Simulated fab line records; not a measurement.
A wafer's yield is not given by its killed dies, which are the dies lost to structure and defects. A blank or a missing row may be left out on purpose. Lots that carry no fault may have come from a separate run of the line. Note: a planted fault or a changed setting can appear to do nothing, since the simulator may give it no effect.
8D (eight disciplines) problem report, filled in by code / flow nandHarc / the parts of the form that need people (team, actions taken, sign-off) are left out

1. PROBLEM STATEMENT
Wafers without a fault read 188.45 W, standard deviation 0.13; heaterPowerTotalW at NHARC_P_CONTACT_SOFTBAKE_07 reads a mean of 202.29 W on 6 wafers belonging to 2 lots. That is +99 or more standard deviations from the usual mean.
The step: time 55 s.
Seen first at day 9 16:00 on lithoTrack-06, wafer L568.1. Wafers with a number at this step in the record: 42, from 14 lots. Rule for "out", or "out of limits": more than 4 standard deviations from the usual mean. The other wafers with a number count as sound.

2. WHAT THIS IS AND IS NOT
question=which readings at this step | is=heaterPowerTotalW | is not=-
question=which lots | is=L568, L569 | is not=L551, L552, L553, L554, L555, L556, L557, L558, L561, L562, L572, L573
question=which wafers of those lots | is=all that have a number | is not=-
question=read on which tools | is=lithoTrack-06 | is not=lithoTrack-01, lithoTrack-04
question=when | is=from day 9 16:00 | is not=up to then (30 sound wafers); but 6 sound wafers of L572, L573 came after

3. THE SUSPECTS, EACH WITH WHAT RULES IT OUT
Counting: a tool stays on the suspect list if, at a process step up to the reading, it processed all lots that are out and no sound lot following the first of them.
- plasmaAsher-02 at NHARC_P_GATE_STRIP_76 (strips in O2): kept. It ran every lot that is out, first L568 (day 9 11:25), and no sound lot after that; its last sound lot up to then is L562 (day 7 20:28).
- pvdSputter-01 at NHARC_P_GATE_DEGAS_109 (time 60 s): ruled out as a lasting fault. Following L568 (day 9 14:23), the first lot on it that is out, the sound lots L572, L573 were run on it.
- lithoTrack-06 at NHARC_P_CONTACT_SOFTBAKE_07 (time 55 s): kept. It ran every lot that is out, first L568 (day 9 16:00), and no sound lot after that; its last sound lot up to then is L562 (day 8 01:00). Out on those wafers are its own readings of heaterPowerTotalW.
After counting, plasmaAsher-02 at NHARC_P_GATE_STRIP_76 and lithoTrack-06 at NHARC_P_CONTACT_SOFTBAKE_07 remain.

4. THE CAUSE (what the simulator had put in)
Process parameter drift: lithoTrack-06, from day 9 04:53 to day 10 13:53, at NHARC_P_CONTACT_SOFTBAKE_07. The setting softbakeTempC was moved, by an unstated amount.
Counting leaves 2 suspects; this tool is one of them.

5. THE CHAIN OF EFFECTS, in route order
Each row: a reading whose mean over the struck wafers that have a number lies more than 3 standard deviations from the usual. Scope: only readings with a usual standard deviation given in the record; hours: median across lots of the time from each lot's start at the first step in this table that gives one to its start at this step; sigmas: change in usual standard deviations.
hours=0; step=NHARC_P_CONTACT_SOFTBAKE_07; reading=heaterPowerTotalW; usual=188.45 W; on struck wafers=202.29; change=+13.84; sigmas=+99 or more
Its process steps:
- NHARC_P_CONTACT_SOFTBAKE_07: time 55 s.
Later steps that measure or inspect, where all struck wafers having a row at the step show a number for every such reading and not one has moved that far: NHARC_P_CONTACT_CD_MEAS_12.

6. WHAT WOULD HAVE CAUGHT IT SOONER
In this record no reading fell out of limits until day 9 16:00, 11 hours after the fault had begun at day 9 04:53.
